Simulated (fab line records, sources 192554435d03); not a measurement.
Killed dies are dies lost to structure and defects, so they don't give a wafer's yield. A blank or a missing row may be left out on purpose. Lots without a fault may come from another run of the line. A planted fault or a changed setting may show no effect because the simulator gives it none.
A struck lot beside a sound one | flow n5_finfet | 37 steps out of a route of 1938
Sound: wafers L210.2, L210.5, L210.6. Struck: wafers L203.1, L203.4, L203.6. The cause comes at the end.
At each step with rows: each side's tool, then ch and its chambers, then its first start. Under that, the readings that differ: sound wafers | struck wafers | difference of the means | sigmas: that difference in standard deviations of wafers without a fault.
alike: readings whose means differ by less than 2 such deviations, and words and numbers that are the same on both sides. not compared: withheld readings, readings that some wafer has no value for, bounds like >300 that may hide the same value, and numbers for which the record gives no deviation and whose values overlap.
The two part at a step that has a row with sigmas, a row that says differs or no value, or rows on one side only. Numbers that don't overlap but have no deviation are shown without sigmas and don't part them. A reading that every wafer of one side lacks parts them only if that side has two wafers or more.

first, 9 steps without rows for these wafers: N5_WELL_APT_HMDS_18 (time 60 s); N5_WELL_APT_COAT_19 (resist thk 950 nm); N5_WELL_APT_EBR_21; N5_WELL_APT_SOFTBAKE_20 (time 60 s); N5_WELL_APT_EXPOSE_22 (exposes mask PWELL, defocus 0 nm, target cd 200 nm); N5_WELL_APT_PEB_23 (peb time 90 s); N5_WELL_APT_DEVELOP_24 (develop time 45 s); N5_WELL_APT_HARDBAKE_29 (time 120 s); N5_WELL_APT_DESCUM_30 (chemistry O2, time 7.9 s).
N5_WELL_APT_IMPLANT_31:
  sound on implanter-01 ch 0, day 6 10:20; struck on implanter-02 ch 0, day 4 15:18
  reading            | sound                            | struck                        | difference | sigmas
  dose_ions_cm2      | 1.4993e+13 1.4983e+13 1.4991e+13 | 9.426e+12 9.432e+12 9.435e+12 | -5.558e+12 | -99 or more
  faraday_current_uA | 190 186 190                      | 125 123 121                   | -66        | -17
then, 25 steps without rows for these wafers: N5_WELL_APT_IMPLANT_32; N5_WELL_APT_STRIP_33 (strips in SPM, time 900 s); N5_WELL_APT_RTA_34 (time 10 s); N5_WELL_APT_OXIDE_STRIP_42 (strips SiO2 in dHF, time 45 s, target depth 12 nm); N5_WELL_APT_PRECLEAN_36 (cleans in O3/DIW, time 45 s); N5_WELL_APT_PRECLEAN_39 (cleans in dHF, time 60 s); N5_WELL_APT_SRD_37 (time 30 s); N5_WELL_APT_EPI_41 (deposits Si from SiH4/H2, target thk 50 nm, time 297.7 s); N5_PMOS_HMC_CHANNEL_EPI_HM_DEP_34 (deposits SiO2 from TEOS/O2, target thk 36 nm, time 6.9 s); N5_PMOS_HMC_CHANNEL_EPI_COAT_31 (time 60 s, resist thk 66 nm); N5_PMOS_HMC_CHANNEL_EPI_COAT_03 (resist thk 205 nm); N5_PMOS_HMC_CHANNEL_EPI_EBR_05; N5_PMOS_HMC_CHANNEL_EPI_SOFTBAKE_04 (time 60 s); N5_PMOS_HMC_CHANNEL_EPI_EXPOSE_06 (exposes mask PMOS HMC BLK, target cd 240 nm); N5_PMOS_HMC_CHANNEL_EPI_PEB_07 (peb time 60 s); N5_PMOS_HMC_CHANNEL_EPI_DEVELOP_08 (develop time 30 s); N5_PMOS_HMC_CHANNEL_EPI_DESCUM_14 (chemistry O2, time 7.9 s); N5_PMOS_HMC_CHANNEL_EPI_ETCH_32 (etches BARC in N2/H2, stops on SiO2, target depth 85.8 nm, time 50.3 s); N5_PMOS_HMC_CHANNEL_EPI_HM_OPEN_15 (chemistry CHF3/O2, target SiO2, target depth 40.6 nm, time 20.3 s); N5_PMOS_HMC_CHANNEL_EPI_STRIP_33 (strips in N2/H2); N5_PMOS_HMC_CHANNEL_EPI_STRIP_17 (strips in SPM, time 750 s); N5_PMOS_HMC_CHANNEL_EPI_ETCH_38 (etches SiO2 in CF4, target depth 1.5 nm); N5_PMOS_HMC_CHANNEL_EPI_FIN_RECESS_16 (chemistry HBr/Cl2, target Si, target depth 54 nm, time 18 s); N5_PMOS_HMC_CHANNEL_EPI_PRECLEAN_36 (cleans in O3/DIW, time 45 s); N5_PMOS_HMC_CHANNEL_EPI_PRECLEAN_18 (cleans in DHF, time 30 s).
-- the record jumps here: 6 days lie between the struck wafers' starts before and after (it left off in module PMOS_HMC_CHANNEL_EPI and takes up again in module BEOL_M4, whose first step shown is number 1111 of the route) --
N5_BEOL_M4_RC_MEAS_101:
  sound on prober-01 ch 0, day 12 11:35; struck on prober-02 ch 0, day 11 00:00
  reading           | sound          | struck         | difference | sigmas
  ION_N (uA/um)     | 685 678 680    | 656 670 653    | -21        | -2
  ION_P (uA/um)     | 462 469 463    | 443 447 445    | -20        | -3
  RS_PWELL (ohm/sq) | 3011 3011 2998 | 3946 3932 3902 | +920       | +40
  alike: DIBL_N, DIBL_P, IOFF_N, IOFF_P, SS_N, SS_P, VT_N, VT_P
-- the record jumps here: 4 days lie between the struck wafers' starts before and after (it left off in module BEOL_M4 and takes up again in module PASSIVATION, whose first step shown is number 1936 of the route) --
N5_PASSIVATION_PROBE_49:
  the record has rows for the struck wafers here (prober-01, day 15 11:29) and none for the sound ones

WHERE THEY PART
First at N5_WELL_APT_IMPLANT_31; last, within this record, at N5_PASSIVATION_PROBE_49.

WHY: what the simulator had put in
Process parameter drift: implanter-02, from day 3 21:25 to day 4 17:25, at N5_WELL_APT_IMPLANT_31. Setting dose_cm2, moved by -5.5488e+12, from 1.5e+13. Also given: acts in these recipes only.
